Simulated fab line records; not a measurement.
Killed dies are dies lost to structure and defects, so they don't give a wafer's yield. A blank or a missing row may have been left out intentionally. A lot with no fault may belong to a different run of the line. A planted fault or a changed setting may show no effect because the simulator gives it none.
Chamber matching / flow n5-finfet / 3 sister chambers for N5_BEOL_M6_PECVD_70 on pecvd-03
The step deposits SiO2 from TEOS/O2, target thk 20 nm, time 22.7 s. 14 wafers are shown with their chamber, then 7 later ones without.

## WAFERS, EACH WITH ITS CHAMBER
wafer=L074.1; chamber=1; throttle-valve-pct (%)=24.1; showerhead-plenum-p-Torr (Torr)=8.81; heater-power-w (W)=778
wafer=L074.4; chamber=1; throttle-valve-pct (%)=24.0; showerhead-plenum-p-Torr (Torr)=8.77; heater-power-w (W)=794
wafer=L074.6; chamber=0; throttle-valve-pct (%)=21.2; showerhead-plenum-p-Torr (Torr)=8.95; heater-power-w (W)=685
wafer=L080.1; chamber=1; throttle-valve-pct (%)=24.5; showerhead-plenum-p-Torr (Torr)=8.78; heater-power-w (W)=672
wafer=L080.3; chamber=1; throttle-valve-pct (%)=23.7; showerhead-plenum-p-Torr (Torr)=8.77; heater-power-w (W)=678
wafer=L080.5; chamber=1; throttle-valve-pct (%)=24.2; showerhead-plenum-p-Torr (Torr)=8.77; heater-power-w (W)=683
wafer=L082.2; chamber=0; throttle-valve-pct (%)=20.9; showerhead-plenum-p-Torr (Torr)=8.96; heater-power-w (W)=731
wafer=L082.3; chamber=2; throttle-valve-pct (%)=20.7; showerhead-plenum-p-Torr (Torr)=8.83; heater-power-w (W)=582
wafer=L082.4; chamber=2; throttle-valve-pct (%)=20.8; showerhead-plenum-p-Torr (Torr)=8.81; heater-power-w (W)=589
wafer=L091.2; chamber=1; throttle-valve-pct (%)=23.9; showerhead-plenum-p-Torr (Torr)=8.79; heater-power-w (W)=664
wafer=L091.3; chamber=0; throttle-valve-pct (%)=21.2; showerhead-plenum-p-Torr (Torr)=8.96; heater-power-w (W)=716
wafer=L091.5; chamber=1; throttle-valve-pct (%)=24.2; showerhead-plenum-p-Torr (Torr)=8.76; heater-power-w (W)=667
wafer=L093.3; chamber=0; throttle-valve-pct (%)=21.2; showerhead-plenum-p-Torr (Torr)=8.94; heater-power-w (W)=697
wafer=L093.5; chamber=2; throttle-valve-pct (%)=21.3; showerhead-plenum-p-Torr (Torr)=8.84; heater-power-w (W)=585

SIGNATURES (means of the wafers above)
reading=throttle-valve-pct; chamber 0=21.125; chamber 1=24.086; chamber 2=20.933; scatter within a chamber=0.245
reading=showerhead-plenum-p-Torr; chamber 0=8.9525; chamber 1=8.7786; chamber 2=8.8267; scatter within a chamber=0.0149
reading=heater-power-w; chamber 0=707.25; chamber 1=705.14; chamber 2=585.33; scatter within a chamber=42.6
Rule: a wafer's distance from a chamber is the root of the sum, over the readings, of the square of ((its reading less the chamber's mean) divided by the reading's scatter). If the next closest chamber is less than 2 further off than the closest, the wafer can't be placed; otherwise it belongs to the closest. The scatter: take each reading less its chamber's mean, square it, sum over the shown wafers, divide by the number of wafers less the number of chambers, and take the root.

## WAFERS MISSING THEIR CHAMBER
wafer=L093.6; throttle-valve-pct (%)=24.3; showerhead-plenum-p-Torr (Torr)=8.77; heater-power-w (W)=773
wafer=L094.2; throttle-valve-pct (%)=21.1; showerhead-plenum-p-Torr (Torr)=8.82; heater-power-w (W)=595
wafer=L094.3; throttle-valve-pct (%)=23.8; showerhead-plenum-p-Torr (Torr)=8.77; heater-power-w (W)=759
wafer=L094.6; throttle-valve-pct (%)=24.2; showerhead-plenum-p-Torr (Torr)=8.77; heater-power-w (W)=760
wafer=L097.2; throttle-valve-pct (%)=24.1; showerhead-plenum-p-Torr (Torr)=8.81; heater-power-w (W)=756
wafer=L097.3; throttle-valve-pct (%)=24.2; showerhead-plenum-p-Torr (Torr)=8.76; heater-power-w (W)=751
wafer=L097.6; throttle-valve-pct (%)=21.2; showerhead-plenum-p-Torr (Torr)=8.81; heater-power-w (W)=603

## CHAMBER TAKEN BY EACH
wafer=L093.6; from the rows above=1; in truth=1
wafer=L094.2; from the rows above=2; in truth=2
wafer=L094.3; from the rows above=1; in truth=1
wafer=L094.6; from the rows above=1; in truth=1
wafer=L097.2; from the rows above=1; in truth=1
wafer=L097.3; from the rows above=1; in truth=1
wafer=L097.6; from the rows above=2; in truth=2
Placed correctly: 7 of 7. Left unplaced by these rows: 0. Wrongly placed: 0.
